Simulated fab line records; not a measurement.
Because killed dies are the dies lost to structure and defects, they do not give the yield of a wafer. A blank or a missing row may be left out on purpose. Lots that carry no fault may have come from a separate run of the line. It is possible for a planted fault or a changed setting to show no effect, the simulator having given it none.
A struck lot beside a sound one -- flow n5-finfet -- 15 steps out of a route of 1938
Sound: these wafers, L567.1, L567.2, L567.6. Struck: wafer L575.5 (left out: L575.1, a lot-mate that was not struck); the cause follows at the end.
For every step that has rows: the tool of each side, followed by ch and its chambers, followed by its first start. Under that, the readings that differ: sound wafers -- struck wafers -- difference of the means -- sigmas: that difference in standard deviations of wafers without a fault.
alike: a reading whose means differ by less than 2 such deviations, as well as words and numbers matching on both sides. not compared: withheld readings; readings where some wafer has no value; bounds like >300 that might hide an equal value; numbers whose values overlap and for which the record gives no deviation.
The two part at a step that has a row with sigmas, a row that says differs or no value, or rows on one side only. Numbers that have no deviation but don't overlap get no sigmas and don't part them. A reading missing from all wafers of one side parts the sides only when that side holds two or more wafers.

first, 7 steps without rows for these wafers: N5_BEOL_M5_COAT_71 (time 60 s, resist thk 5 nm); N5_BEOL_M5_COAT_05 (resist thk 30 nm); N5_BEOL_M5_EBR_07; N5_BEOL_M5_SOFTBAKE_06 (time 60 s); N5_BEOL_M5_EXPOSE_08 (exposes mask M5, target cd 28 nm); N5_BEOL_M5_PEB_09 (peb time 60 s); N5_BEOL_M5_DEVELOP_10 (develop time 30 s).
N5_BEOL_M5_CD_MEAS_11: the cd target is 27.74 nm.
  sound on cd-sem-02 ch 0, day 10 20:35; struck on cd-sem-02 ch 0, day 13 05:19
  alike: cd-nm
N5_BEOL_M5_OVL_MEAS_12:
  sound on overlay-02 ch 0, day 10 20:37; struck on overlay-02 ch 0, day 13 05:22
  alike: M5_OVL
N5_BEOL_M5_INSPECT_13: inspects for defects (brightfield).
  sound on defect-inspect-01, day 10 20:40; struck on defect-inspect-02, day 13 05:25
  alike: raw-defect-count
N5_BEOL_M5_DESCUM_16: chemistry O2, time 7 s.
  sound on rie-diel-01 ch 1,2, day 10 20:43; struck on rie-diel-04 ch 1, day 13 05:59
  alike: drypump-motor-current-A, o2-flow-sccm, oes-product-au, rf-vpp-V, showerhead-plenum-p-Torr, throttle-valve-pct
  not compared: rf-hours-counter-h
N5_BEOL_M5_ETCH_72: etches underlayer in N2/H2, target depth 6.5 nm, time 5.2 s.
  sound on rie-diel-01 ch 1,2, day 10 20:46; struck on rie-diel-04 ch 1, day 13 06:01
  alike: drypump-motor-current-A, etch-rf-on-time-s, oes-product-au, rf-vpp-V, showerhead-plenum-p-Torr, throttle-valve-pct
  not compared: rf-hours-counter-h
N5_BEOL_M5_ETCH_61: etches SiARC in CF4, target depth 15.6 nm, time 26 s.
  sound on rie-diel-01 ch 1,2, day 10 20:47; struck on rie-diel-04 ch 1, day 13 06:02
reading,sound,struck,difference,sigmas
etch-rf-on-time-s (s),27.0 27.3 26.9,31.8,+4.7,+5
  alike: drypump-motor-current-A, mfc-ar-sccm, oes-product-au, rf-vpp-V, showerhead-plenum-p-Torr, throttle-valve-pct
  not compared: rf-hours-counter-h
N5_BEOL_M5_ETCH_62: etches SOC in N2/H2, target depth 75 nm, overetch 15 nm, time 112.5 s.
  sound on rie-diel-01 ch 1,2, day 10 20:50; struck on rie-diel-04 ch 1, day 13 06:04
  alike: drypump-motor-current-A, oes-product-au, rf-vpp-V, showerhead-plenum-p-Torr, throttle-valve-pct
  not compared: rf-hours-counter-h
after that, 1 step had no rows for these wafers: N5_PASSIVATION_PROBE_49.

## WHERE THEY PART
Only at N5_BEOL_M5_ETCH_61, within this record. Later steps at which nothing parts them and some readings are alike: N5_BEOL_M5_ETCH_62.

WHY: the cause the simulator had injected
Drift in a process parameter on rie-diel-04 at N5_BEOL_M5_ETCH_61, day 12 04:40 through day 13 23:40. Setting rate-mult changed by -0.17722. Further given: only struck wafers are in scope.
